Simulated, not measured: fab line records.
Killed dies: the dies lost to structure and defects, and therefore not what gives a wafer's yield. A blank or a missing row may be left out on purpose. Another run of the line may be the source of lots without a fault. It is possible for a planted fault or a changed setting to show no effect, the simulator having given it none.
fab line records | flow nand-harc
[record] lots = 12 | wafers = 36 | last-day = 24
route steps=1159 shown A_SLIT@790 A_SIN_REMOVE@808 A_WL_FILL@815 END@1159
lots with no fault: from the same line, run without faults
start-h: start of the lot's first displayed wafer, in hours after the record's first day | wait-h: how many hours have passed since the lot's step before this one | " as in the row above | L1.1+2: several wafers, shown together as one row | - no value, or no start given | * or withheld: withheld | < > ~ a bound
route shown NAME@n: NAME is a module with steps in the file, n the number in the route of the first one | usual: mean/standard deviation taken from wafers without a fault | same: alike in all rows | chamber/n: place in a boat | sites: readings site by site | _std_site: how widely they spread, as a standard deviation | _edge_site: inner sites' mean taken away from outer sites' mean | radius-mm: how far each site lies from the wafer's centre | mask NAME#n: copy n | behind: tool/chamber where the wafer was last shaped | hold: what put the lot on hold/how long, in hours/how the hold closed | device: transistor that didn't switch, given as n, p or np | end of line: the route-end tests of the same wafers | where a step has no rows: the recipe by itself | killed: dies lost to structure and defects at the first sort, not the wafer's yield | map: the dies of a wafer, with x for killed, . for not killed, _ for no die there
set.NAME: setting as actually run; set.NAME@STEP: the setting as run at that earlier step | model.NAME: the simulator's own value behind a step, which no gauge read
route steps across a sampled set of lots; one table per step, one row per wafer
services: the hour from which a tool's chamber was out of use, counted from the record's first day as start-h (under 0 if before that day), plus the number of hours and why
[[steps]]
[step NHARC_A_SLIT_CD_MEAS_09]
[recipe] target-cd-nm = 300 | landing-energy-ev = 500
[usual] cd-nm = 299.9/0.47
lot.wafer | tool      | chamber | start-h | wait-h | cd-nm
L338.1    | cd-sem-01 | 0       | 313.75  | -      | 300.0
L338.3    | "         | 0       | "       | "      | 299.9
L338.4    | "         | 0       | "       | "      | 300.3
L340.2    | cd-sem-03 | 0       | 327.20  | -      | 300.0
L340.5    | "         | 0       | "       | "      | 300.1
L340.6    | "         | 0       | "       | "      | 299.8
L344.1    | cd-sem-03 | 0       | 351.53  | -      | 299.8
L344.2    | "         | 0       | "       | "      | 299.0
L344.4    | "         | 0       | "       | "      | 299.4
L347.2    | cd-sem-03 | 0       | 382.36  | -      | 300.2
L347.4    | "         | 0       | "       | "      | 299.8
L347.5    | "         | 0       | "       | "      | 299.9
L351.2    | cd-sem-03 | 0       | 391.51  | -      | 300.1
L351.4    | "         | 0       | "       | "      | 299.9
L351.5    | "         | 0       | "       | "      | 300.6
L350.1    | cd-sem-01 | 0       | 391.74  | -      | 300.3
L350.2    | "         | 0       | "       | "      | 300.1
L350.4    | "         | 0       | "       | "      | 300.4
L349.3    | cd-sem-01 | 0       | 395.16  | -      | 299.6
L349.4    | "         | 0       | "       | "      | 300.4
L349.6    | "         | 0       | "       | "      | 300.4
L353.3    | cd-sem-01 | 0       | 402.40  | -      | 300.1
L353.5    | "         | 0       | "       | "      | 299.3
L353.6    | "         | 0       | "       | "      | 300.2
L355.1    | cd-sem-03 | 0       | 431.37  | -      | 300.2
L355.2    | "         | 0       | "       | "      | 300.7
L355.6    | "         | 0       | "       | "      | 300.0
L356.3    | cd-sem-01 | 0       | 432.74  | -      | 299.9
L356.4    | "         | 0       | "       | "      | 299.8
L356.5    | "         | 0       | "       | "      | 300.3
L354.3    | cd-sem-03 | 0       | 433.30  | -      | 300.5
L354.4    | "         | 0       | "       | "      | 300.2
L354.5    | "         | 0       | "       | "      | 300.0
L358.1    | cd-sem-03 | 0       | 449.79  | -      | 300.0
L358.4    | "         | 0       | "       | "      | 300.7
L358.6    | "         | 0       | "       | "      | 300.2
[step NHARC_A_SLIT_ETCH_24]
[recipe] target-depth-a = 1210 | time-s = 60.5 | cf4-flow-sccm = 100 | chf3-flow-sccm = 30 | ar-flow-sccm = 0 | rf-w = 500 | bias-w = 200 | chemistry = CF4/CHF3
[usual] chf3-flow-sccm = 30.00/0.081 | drypump-motor-current-A = 5.8/0.43 | oes-product-au = 0.964/0.018 | rf-vpp-V = 370.9/1.7 | showerhead-plenum-p-Torr = 1.58/0.049 | throttle-valve-pct = 16.804/0.0091
lot.wafer | tool        | chamber | start-h | wait-h | chf3-flow-sccm | drypump-motor-current-A | oes-product-au | rf-hours-counter-h | rf-vpp-V | showerhead-plenum-p-Torr | throttle-valve-pct
L338.3    | rie-diel-03 | 3       | 314.02  | 0.1    | 30.13          | 6.1                     | 0.972          | 6                  | 372.3    | 1.60                     | 16.811
L338.4    | "           | 0       | "       | "      | 30.06          | 6.1                     | 0.975          | 6                  | 369.2    | 1.54                     | 16.803
L338.1    | "           | 2       | "       | "      | 30.05          | 5.8                     | 0.968          | 7                  | 370.4    | 1.57                     | 16.814
L340.2    | rie-diel-02 | 3       | 327.47  | 0.1    | 29.99          | 5.9                     | 0.984          | 11                 | 372.7    | 1.66                     | 16.803
L340.6    | "           | 2       | "       | "      | 30.06          | 5.8                     | 0.972          | -                  | 370.6    | 1.60                     | 16.807
L340.5    | "           | 3       | "       | "      | 29.98          | 6.0                     | 0.974          | -                  | 375.1    | 1.66                     | 16.814
L344.1    | rie-diel-03 | 3       | 351.82  | 0.1    | 29.89          | 6.1                     | 0.966          | 7                  | 371.6    | 1.60                     | 16.795
L344.2    | "           | 1       | "       | "      | 29.90          | 5.0                     | 0.953          | 9                  | 372.9    | 1.64                     | 16.804
L344.4    | "           | 1       | "       | "      | 30.00          | 5.0                     | 0.949          | -                  | 371.4    | 1.64                     | 16.799
L347.4    | rie-diel-02 | 1       | 382.64  | 0.1    | 30.01          | 6.4                     | 0.958          | 3                  | 371.2    | 1.59                     | 16.793
L347.2    | "           | 3       | "       | "      | 30.10          | 5.9                     | 0.978          | 3                  | 374.6    | 1.66                     | 16.795
L347.5    | "           | 1       | "       | "      | 30.06          | 6.4                     | 0.959          | -                  | 371.4    | 1.59                     | 16.820
L351.4    | rie-diel-03 | 0       | 391.79  | 0.1    | 30.10          | 6.1                     | 0.926          | 12                 | 368.9    | 1.53                     | 16.809
L351.2    | "           | 2       | "       | "      | 29.97          | 5.9                     | 0.936          | 12                 | 369.7    | 1.57                     | 16.809
L351.5    | "           | 3       | "       | "      | 30.12          | 6.1                     | 0.930          | -                  | 371.6    | 1.60                     | 16.799
L350.1    | rie-diel-12 | 3       | 392.01  | 0.1    | 30.04          | 5.9                     | 0.969          | 0                  | 372.3    | 1.59                     | 16.805
L350.4    | "           | 0       | "       | "      | 30.04          | 6.5                     | 0.971          | 0                  | 367.9    | 1.52                     | 16.806
L350.2    | "           | 2       | "       | "      | 30.03          | 5.3                     | 0.982          | 0                  | 368.7    | 1.47                     | 16.793
L349.3    | rie-diel-02 | 0       | 395.42  | 0.1    | 30.10          | 5.4                     | 0.966          | 3                  | 369.5    | 1.52                     | 16.806
L349.4    | "           | 1       | "       | "      | 29.97          | 6.4                     | 0.969          | 4                  | 372.6    | 1.59                     | 16.800
L349.6    | "           | 0       | "       | "      | 29.90          | 5.4                     | 0.971          | -                  | 369.4    | 1.52                     | 16.787
L353.3    | rie-diel-12 | 1       | 402.69  | 0.1    | 30.03          | 5.2                     | 0.971          | 1                  | 371.4    | 1.59                     | 16.811
L353.6    | "           | 1       | "       | "      | 30.14          | 5.2                     | 0.972          | -                  | 370.6    | 1.59                     | 16.813
L353.5    | "           | 0       | "       | "      | 30.00          | 6.5                     | 0.967          | -                  | 368.5    | 1.52                     | 16.797
L355.2    | rie-diel-12 | 2       | 431.65  | 0.1    | 30.13          | 5.4                     | 0.970          | 2                  | 366.7    | 1.47                     | 16.823
L355.1    | "           | 3       | "       | "      | 30.02          | 5.9                     | 0.979          | 2                  | 371.8    | 1.59                     | 16.803
L355.6    | "           | 3       | "       | "      | 30.07          | 5.9                     | 0.980          | -                  | 371.0    | 1.59                     | 16.799
L356.3    | rie-diel-03 | 3       | 433.01  | 0.1    | 30.00          | 6.1                     | 0.966          | 2                  | 371.9    | 1.60                     | 16.796
L356.4    | "           | 1       | "       | "      | 29.89          | 5.0                     | 0.977          | 3                  | 372.8    | 1.63                     | 16.807
L356.5    | "           | 0       | "       | "      | 29.87          | 6.1                     | 0.966          | -                  | 370.0    | 1.53                     | 16.812
L354.3    | rie-diel-03 | 3       | 433.58  | 0.1    | 30.02          | 6.1                     | 0.983          | 2                  | 370.3    | 1.60                     | 16.799
L354.4    | "           | 0       | "       | "      | 30.01          | 6.1                     | 0.995          | 3                  | 370.1    | 1.53                     | 16.804
L354.5    | "           | 1       | "       | "      | 30.00          | 5.0                     | 0.987          | -                  | 372.9    | 1.63                     | 16.821
L358.4    | rie-diel-12 | 2       | 450.07  | 0.1    | 30.03          | 5.4                     | 0.950          | 3                  | 367.9    | 1.47                     | 16.807
L358.1    | "           | 3       | "       | "      | 30.01          | 5.9                     | 0.961          | 3                  | 370.7    | 1.59                     | 16.806
L358.6    | "           | 0       | "       | "      | 29.98          | 6.5                     | 0.982          | -                  | 368.9    | 1.52                     | 16.812
[step NHARC_A_SLIT_PRECLEAN_19]
[recipe] time-s = * | temp-c = 50 | bath-age-min = 0 | chemistry = SC1
[usual] bath-heat-duty-pct = 7.4/0.89 | diw-flow-mL-min = 1416/4.2
lot.wafer | tool         | chamber | start-h | wait-h | bath-heat-duty-pct | diw-flow-mL-min
L338.3    | wet-bench-09 | 1       | 318.74  | -      | 5.9                | 1418
L338.1    | "            | 4       | "       | "      | 8.3                | 1419
L338.4    | "            | 5       | "       | "      | 7.3                | 1415
L340.5    | wet-bench-05 | 3       | 330.66  | -      | 8.2                | 1417
L340.2    | "            | 5       | "       | "      | 8.6                | 1417
L340.6    | "            | 6       | "       | "      | 8.4                | 1416
L344.1    | wet-bench-05 | 4       | 355.10  | -      | 6.0                | 1416
L344.4    | "            | 6       | "       | "      | 7.5                | 1414
L344.2    | "            | 0       | "       | "      | 9.0                | 1422
L347.4    | wet-bench-05 | 7       | 386.35  | -      | 7.2                | 1406
L347.2    | "            | 0       | "       | "      | 8.7                | 1409
L347.5    | "            | 4       | "       | "      | 6.6                | 1414
L351.4    | wet-bench-04 | 0       | 397.00  | -      | 7.6                | 1416
L351.2    | "            | 3       | "       | "      | 7.2                | 1415
L351.5    | "            | 4       | "       | "      | 7.9                | 1415
L350.1    | wet-bench-09 | 6       | 397.16  | -      | 7.7                | 1418
L350.2    | "            | 1       | "       | "      | 7.3                | 1415
L350.4    | "            | 2       | "       | "      | 7.2                | 1412
L349.4    | wet-bench-04 | 5       | 398.85  | -      | 6.8                | 1422
L349.3    | "            | 7       | "       | "      | 7.3                | 1410
L349.6    | "            | 0       | "       | "      | 8.0                | 1418
L353.6    | wet-bench-04 | 0       | 406.23  | -      | 7.8                | 1413
L353.3    | "            | 2       | "       | "      | 7.3                | 1413
L353.5    | "            | 5       | "       | "      | 6.5                | 1422
L355.2    | wet-bench-09 | 1       | 434.81  | -      | 7.0                | 1417
L355.1    | "            | 4       | "       | "      | 8.2                | 1415
L355.6    | "            | 5       | "       | "      | 7.9                | 1421
L356.3    | wet-bench-09 | 1       | 438.90  | -      | 6.6                | 1419
L356.4    | "            | 5       | "       | "      | 7.9                | 1420
L356.5    | "            | 6       | "       | "      | 8.2                | 1419
L354.3    | wet-bench-09 | 1       | 450.65  | -      | 6.7                | 1422
L354.5    | "            | 3       | "       | "      | 7.1                | 1415
L354.4    | "            | 6       | "       | "      | 9.2                | 1421
L358.4    | wet-bench-04 | 0       | 453.45  | -      | 8.2                | 1413
L358.1    | "            | 2       | "       | "      | 7.2                | 1415
L358.6    | "            | 3       | "       | "      | 6.6                | 1413
[step NHARC_A_SIN_REMOVE_INSPECT_04]
[usual] raw-defect-count = 274/69
lot.wafer | tool              | chamber | start-h | wait-h | raw-defect-count
L338.1    | defect-inspect-02 | -       | 326.75  | 0.0    | 298
L338.3    | "                 | -       | "       | "      | 263
L338.4    | "                 | -       | "       | "      | 254
L340.2    | defect-inspect-01 | -       | 338.45  | 0.0    | 261
L340.5    | "                 | -       | "       | "      | 233
L340.6    | "                 | -       | "       | "      | 208
L344.1    | defect-inspect-01 | -       | 362.96  | 0.0    | 1086
L344.2    | "                 | -       | "       | "      | 1097
L344.4    | "                 | -       | "       | "      | 947
L347.2    | defect-inspect-02 | -       | 394.11  | 0.0    | 918
L347.4    | "                 | -       | "       | "      | 962
L347.5    | "                 | -       | "       | "      | 918
L350.1    | defect-inspect-02 | -       | 404.77  | 0.0    | 278
L350.2    | "                 | -       | "       | "      | 204
L350.4    | "                 | -       | "       | "      | 287
L351.2    | defect-inspect-01 | -       | 404.77  | 0.0    | 279
L351.4    | "                 | -       | "       | "      | 297
L351.5    | "                 | -       | "       | "      | 329
L349.3    | defect-inspect-02 | -       | 404.80  | 0.0    | 191
L349.4    | "                 | -       | "       | "      | 239
L349.6    | "                 | -       | "       | "      | 173
L353.3    | defect-inspect-02 | -       | 413.84  | 0.0    | 260
L353.5    | "                 | -       | "       | "      | 267
L353.6    | "                 | -       | "       | "      | 304
L355.1    | defect-inspect-02 | -       | 442.72  | 0.0    | 298
L355.2    | "                 | -       | "       | "      | 446
L355.6    | "                 | -       | "       | "      | 389
L356.3    | defect-inspect-01 | -       | 446.65  | 0.0    | 352
L356.4    | "                 | -       | "       | "      | 268
L356.5    | "                 | -       | "       | "      | 387
L354.3    | defect-inspect-02 | -       | 458.52  | 0.0    | 284
L354.4    | "                 | -       | "       | "      | 334
L354.5    | "                 | -       | "       | "      | 473
L358.1    | defect-inspect-02 | -       | 462.00  | 0.0    | 262
L358.4    | "                 | -       | "       | "      | 208
L358.6    | "                 | -       | "       | "      | 289
[step NHARC_A_WL_FILL_ETCHBACK_05]
[recipe] target-depth-a = 220 | time-s = 60 | temp-c = 40 | chemistry = Cl2/BCl3
[usual] drypump-motor-current-A = 5.7/0.36 | oes-product-au = 1.000/0.0075
lot.wafer | tool         | chamber | start-h | wait-h | drypump-motor-current-A | oes-product-au | rf-hours-counter-h
L338.1    | rie-metal-03 | 1       | 334.93  | 0.2    | 5.8                     | 0.999          | 2.1
L338.3    | "            | 1       | "       | "      | 5.8                     | 1.001          | -
L338.4    | "            | 0       | "       | "      | 5.7                     | 0.995          | -
L340.2    | rie-metal-03 | 0       | 345.40  | 0.2    | 5.7                     | 0.997          | 2.3
L340.5    | "            | 1       | "       | "      | 5.8                     | 1.004          | -
L340.6    | "            | 0       | "       | "      | 5.7                     | 1.005          | -
L344.1    | rie-metal-01 | 0       | 369.04  | 0.2    | 5.7                     | 1.011          | 0.6
L344.2    | "            | 1       | "       | "      | 4.9                     | 1.002          | 0.6
L344.4    | "            | 0       | "       | "      | 5.7                     | 1.004          | -
L347.2    | rie-metal-03 | 0       | 404.34  | 0.2    | 5.7                     | 0.990          | 4.0
L347.4    | "            | 1       | "       | "      | 5.7                     | 0.987          | -
L347.5    | "            | 0       | "       | "      | 5.7                     | 0.992          | -
L351.2    | rie-metal-02 | 0       | 409.34  | 0.2    | 5.9                     | 1.000          | 0.4
L351.4    | "            | 1       | "       | "      | 5.9                     | 0.998          | -
L351.5    | "            | 0       | "       | "      | 5.9                     | 1.004          | -
L350.1    | rie-metal-01 | 1       | 409.44  | 0.2    | 4.8                     | 1.001          | 1.7
L350.2    | "            | 0       | "       | "      | 5.7                     | 1.007          | 1.7
L350.4    | "            | 0       | "       | "      | 5.6                     | 1.006          | -
L349.3    | rie-metal-03 | 1       | 412.30  | 0.2    | 5.8                     | 0.995          | -
L349.4    | "            | 0       | "       | "      | 5.7                     | 0.996          | -
L349.6    | "            | 0       | "       | "      | 5.7                     | 1.003          | -
L353.3    | rie-metal-02 | 1       | 424.75  | 0.2    | 5.9                     | 1.006          | -
L353.5    | "            | 0       | "       | "      | 6.0                     | 0.999          | -
L353.6    | "            | 1       | "       | "      | 5.9                     | 1.000          | -
L355.1    | rie-metal-01 | 1       | 450.66  | 0.2    | 4.9                     | 0.999          | 3.1
L355.2    | "            | 0       | "       | "      | 5.7                     | 1.004          | 3.1
L355.6    | "            | 1       | "       | "      | 4.8                     | 0.999          | -
L356.3    | rie-metal-02 | 1       | 452.93  | 0.3    | 5.9                     | 0.994          | -
L356.4    | "            | 1       | "       | "      | 5.9                     | 0.999          | -
L356.5    | "            | 1       | "       | "      | 5.9                     | 1.010          | -
L354.3    | rie-metal-03 | 0       | 467.31  | 0.1    | 5.7                     | 1.005          | -
L354.4    | "            | 1       | "       | "      | 5.7                     | 1.004          | -
L354.5    | "            | 0       | "       | "      | 5.7                     | 1.004          | -
L358.1    | rie-metal-02 | 1       | 470.28  | 0.4    | 5.9                     | 0.998          | 3.4
L358.4    | "            | 1       | "       | "      | 5.9                     | 1.002          | -
L358.6    | "            | 1       | "       | "      | 5.9                     | 1.004          | -
[step NHARC_END_SORT_01]
[recipe] temp-c = 25
[usual] killed-at-array = 27/10 | killed-at-other = 0.6/1 | killed-at-periphery = 3.4/2.7 | killed-dies = 31/9.7 | killed-open = 3.4/1.7 | killed-short = 2.2/1.5
[same] gross-dies = 677
lot.wafer | tool      | chamber | start-h | wait-h | killed-at-array | killed-at-other | killed-at-periphery | killed-dies | killed-open | killed-short
L344.1    | prober-02 | 0       | 473.88  | 2.5    | 93              | 1               | 2                   | 96          | 3           | 0
L344.2    | prober-02 | 0       | 474.69  | 2.8    | 111             | 0               | 1                   | 112         | 3           | 4
L344.4    | prober-02 | 0       | 476.30  | 3.4    | 86              | 0               | 5                   | 91          | 8           | 3
L347.2    | prober-01 | 0       | 511.18  | 2.8    | 95              | 1               | 4                   | 100         | 2           | 2
L347.4    | prober-01 | 0       | 512.79  | 3.4    | 94              | 4               | 5                   | 103         | 3           | 2
L347.5    | prober-01 | 0       | 513.59  | 3.7    | 103             | 0               | 5                   | 108         | 7           | 1
// killed by level:class
L344.1 A_SLIT:unspecified=85 A_STAIRCASE:chamber-film-flake=4 A_WL_FILL:geometric-particle:open=1 A_BLC:geometric-particle:open=1 A_M0:geometric-particle:open=1 P_CONTACT:chamber-film-flake=1 P_M0:chamber-film-flake=1 A_WL_FILL:chamber-film-flake=1
L344.2 A_SLIT:unspecified=99 A_ONON_D1:geometric-particle:short=2 A_M1:chamber-film-flake=2 A_SOURCE_PLATE:geometric-particle:open=1 A_SOURCE_PLATE:geometric-particle:short=1 A_CHANNEL_FILL_D1:geometric-particle:open=1 A_WL_FILL:geometric-particle:short=1 A_M0:geometric-particle:open=1
L344.4 A_SLIT:unspecified=70 A_CHANNEL_HOLE_D1:chamber-film-flake=5 A_ONON_D1:geometric-particle:open=3 P_ZERO_WELL:chamber-film-flake=2 P_M0:geometric-particle:open=1 P_M2:geometric-particle:open=1 A_SOURCE_PLATE:geometric-particle:open=1 A_CHANNEL_FILL_D1:geometric-particle:short=1
L347.2 A_SLIT:unspecified=88 P_ZERO_WELL:chamber-film-flake=3 A_CHANNEL_HOLE_D1:chamber-film-flake=2 P_CONTACT:geometric-particle:open=1 A_CHANNEL_FILL_D1:geometric-particle:short=1 A_BLC:geometric-particle:short=1 STARTING-WAFER:geometric-particle:open=1 A_ZERO_WELL:chamber-film-flake=1
L347.4 A_SLIT:unspecified=84 A_CHANNEL_HOLE_D1:chamber-film-flake=4 THIN_TSV:chamber-film-flake=4 P_ZERO_WELL:chamber-film-flake=2 P_M2:chamber-film-flake=2 P_M2:geometric-particle:open=1 A_ONON_D1:geometric-particle:short=1 A_SGD_CUT:geometric-particle:short=1
L347.5 A_SLIT:unspecified=89 A_CHANNEL_HOLE_D1:chamber-film-flake=5 P_CONTACT:geometric-particle:open=3 A_ONON_D1:geometric-particle:open=2 A_CHANNEL_FILL_D1:chamber-film-flake=2 A_CONTACT:chamber-film-flake=2 A_ONON_D1:geometric-particle:short=1 A_CONTACT:geometric-particle:open=1
[[services]]
tool         | chamber | start-h | hours | kind
rie-diel-12  | 3       | 294.69  | 9.0   | repair
wet-bench-09 | 0       | 296.80  | -     | consumable-replace:bath
wet-bench-09 | 0       | 296.80  | -     | consumable-replace:filter
wet-bench-09 | 1       | 296.80  | -     | consumable-replace:bath
rie-diel-02  | -       | 327.91  | 9.0   | pm
rie-metal-01 | -       | 332.00  | 9.0   | pm
rie-diel-03  | 3       | 336.16  | 1.8   | repair
wet-bench-04 | -       | 339.20  | 8.0   | pm
rie-diel-03  | 0       | 341.24  | 4.9   | repair
rie-diel-03  | 0       | 348.67  | 7.3   | repair
wet-bench-05 | -       | 372.80  | 8.0   | pm
rie-diel-12  | -       | 379.40  | 9.0   | pm
rie-metal-02 | -       | 388.00  | 9.0   | pm
rie-diel-03  | -       | 392.40  | 9.0   | pm
rie-diel-12  | 2       | 393.62  | 16.4  | repair
rie-diel-02  | 1       | 396.42  | 7.7   | repair
rie-diel-12  | 3       | 406.67  | 15.5  | repair
rie-diel-02  | 0       | 408.33  | 7.3   | repair
rie-metal-01 | 1       | 435.40  | 1.7   | repair
rie-diel-03  | 3       | 440.27  | 8.7   | repair
rie-metal-02 | 0       | 445.99  | 31.9  | repair
wet-bench-05 | -       | 450.08  | 2.3   | repair
rie-metal-03 | -       | 453.00  | 9.0   | pm
wet-bench-09 | -       | 464.80  | 8.0   | pm
[[key]]
[first-sign] step = NHARC_A_SIN_REMOVE_INSPECT_04 | reading = raw-defect-count | direction = up | sigmas = 10 | usual = 274 | struck = 988
[effect] step = NHARC_END_SORT_01 | reading = killed-dies | direction = up | sigmas = 7.3 | usual = 31 | struck = 102
[more-kills-born-at] NHARC_A_SLIT_PRECLEAN_19@wet-bench-05 = 515
met-at NHARC_A_SLIT_PRECLEAN_19
struck-lots L344,L347
tester-left-out L344,L347
not-acting-at NHARC_A_SLIT_CD_MEAS_09,NHARC_A_SLIT_ETCH_24,NHARC_A_WL_FILL_ETCHBACK_05
onset-between 330.66 355.10
[fault] kind = chamber-particle-source | tool = wet-bench-05 | chamber = - | onset-h = 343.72 | steps = NHARC_A_SLIT_PRECLEAN_19 | rate-per-visit-cm2 = 1.0861 | end-h = 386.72
// tester-left-out: of these lots the tester's yield and bins aren't shown, on N5 and GAA mostly nor the transistor test; their killed dies are dies lost to structure and defects alone, not to doping, threshold or leakage, so they don't give the yield
